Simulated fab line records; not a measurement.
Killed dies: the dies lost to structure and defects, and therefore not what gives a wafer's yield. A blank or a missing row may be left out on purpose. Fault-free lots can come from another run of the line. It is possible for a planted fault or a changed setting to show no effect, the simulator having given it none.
What tool caused it? + flow n5_finfet + 10 lots, 30 wafers sampled, at 4 steps of a route of 1938

== WHAT THE GAUGES READ, wafer by wafer ==
N5_BEOL_M4_RC_MEAS_101.
| lot  | measured     | on        | VT_N_LONG (mV)    |
|------|--------------|-----------|-------------------|
| L901 | day 8 23:57  | prober-01 | 272.7 276.1 272.1 |
| L903 | day 9 06:08  | prober-01 | 269.9 271.3 270.3 |
| L905 | day 9 15:37  | prober-02 | 275.0 277.0 272.9 |
| L910 | day 11 05:25 | prober-01 | 478.2 479.4 477.2 |
| L914 | day 12 04:37 | prober-01 | 275.3 274.4 276.9 |
| L916 | day 12 11:53 | prober-01 | 273.9 274.0 272.5 |
| L917 | day 12 10:37 | prober-02 | 274.1 276.9 275.2 |
| L922 | day 13 18:08 | prober-01 | 275.4 274.5 274.4 |

== EACH LOT AND THE TOOL THAT RAN IT (in order: tool; ch and the chambers of the sampled wafers; start) ==
| lot  | N5_HKMG_FIN_DESCUM_17             | N5_HKMG_FIN_ETCH_35               | N5_HKMG_FIN_STRIP_92              |
|------|-----------------------------------|-----------------------------------|-----------------------------------|
| L901 | rie_diel-05 ch 0,1, day 4 16:08   | rie_diel-05 ch 0,1, day 4 16:27   | rie_diel-05 ch 0,1, day 4 16:35   |
| L903 | rie_diel-06 ch 0,3, day 5 02:02   | rie_diel-06 ch 0,3, day 5 02:21   | rie_diel-06 ch 0,3, day 5 02:29   |
| L905 | rie_diel-01 ch 0,1,3, day 5 20:25 | rie_diel-01 ch 0,1,3, day 5 20:43 | rie_diel-01 ch 0,1,3, day 5 20:52 |
| L909 | rie_diel-06 ch 1,2, day 6 20:29   | rie_diel-06 ch 1,2, day 6 20:47   | rie_diel-06 ch 1,2, day 6 20:56   |
| L910 | rie_diel-05 ch 1,2,3, day 6 23:04 | rie_diel-05 ch 1,2,3, day 6 23:22 | rie_diel-05 ch 1,2,3, day 6 23:31 |
| L911 | rie_diel-05 ch 0,1,2, day 7 07:02 | rie_diel-05 ch 0,1,2, day 7 07:20 | rie_diel-05 ch 0,1,2, day 7 07:29 |
| L914 | rie_diel-05 ch 0,1,3, day 7 23:41 | rie_diel-05 ch 0,1,3, day 7 23:59 | rie_diel-05 ch 0,1,3, day 8 00:08 |
| L916 | rie_diel-06 ch 0,1,2, day 8 07:37 | rie_diel-06 ch 0,1,2, day 8 07:55 | rie_diel-06 ch 0,1,2, day 8 08:04 |
| L917 | rie_diel-06 ch 0,1,2, day 8 14:00 | rie_diel-06 ch 0,1,2, day 8 14:18 | rie_diel-06 ch 0,1,2, day 8 14:27 |
| L922 | rie_diel-06 ch 1,3, day 9 23:34   | rie_diel-06 ch 1,3, day 9 23:52   | rie_diel-06 ch 1,3, day 10 00:01  |
- N5_HKMG_FIN_DESCUM_17: chemistry O2, time 7.9 s.
- N5_HKMG_FIN_ETCH_35: etches SOC in N2/H2, target depth 215.8 nm, time 243.4 s.
- N5_HKMG_FIN_STRIP_92: strips SOC in N2/H2, time 20 s.

== THE ANSWER, worked out from the rows above alone ==
Rule: what is usual is taken from the lots themselves. Put in order of their means at a reading, lots are off if they are a third of the lots or fewer, leave a main group of 4 or more, and stand apart from it by a gap of 3 or more times the standard deviation of the main group's means; of several such gaps the widest counts. If all means in a main group match to the digits the tables above print for the reading, that group is not used. A lot without any number at a reading at which 4 lots or more have one is off too. Any other lot the step has rows for is counted as sound.
Off: L910, at N5_BEOL_M4_RC_MEAS_101 (VT_N_LONG). The main group: mean 274.0 mV, standard deviation 1.6. Neither off nor sound, because the step has no rows for them: L909, L911.
If a tool, at a process step before that reading, ran all the lots that are off and no sound lot after the first of them, it fits. Those tools and the gauges at N5_BEOL_M4_RC_MEAS_101 are tried in the same way. Not one of the candidates tried fits.

== WHAT THE SIMULATOR HAD INSERTED ==
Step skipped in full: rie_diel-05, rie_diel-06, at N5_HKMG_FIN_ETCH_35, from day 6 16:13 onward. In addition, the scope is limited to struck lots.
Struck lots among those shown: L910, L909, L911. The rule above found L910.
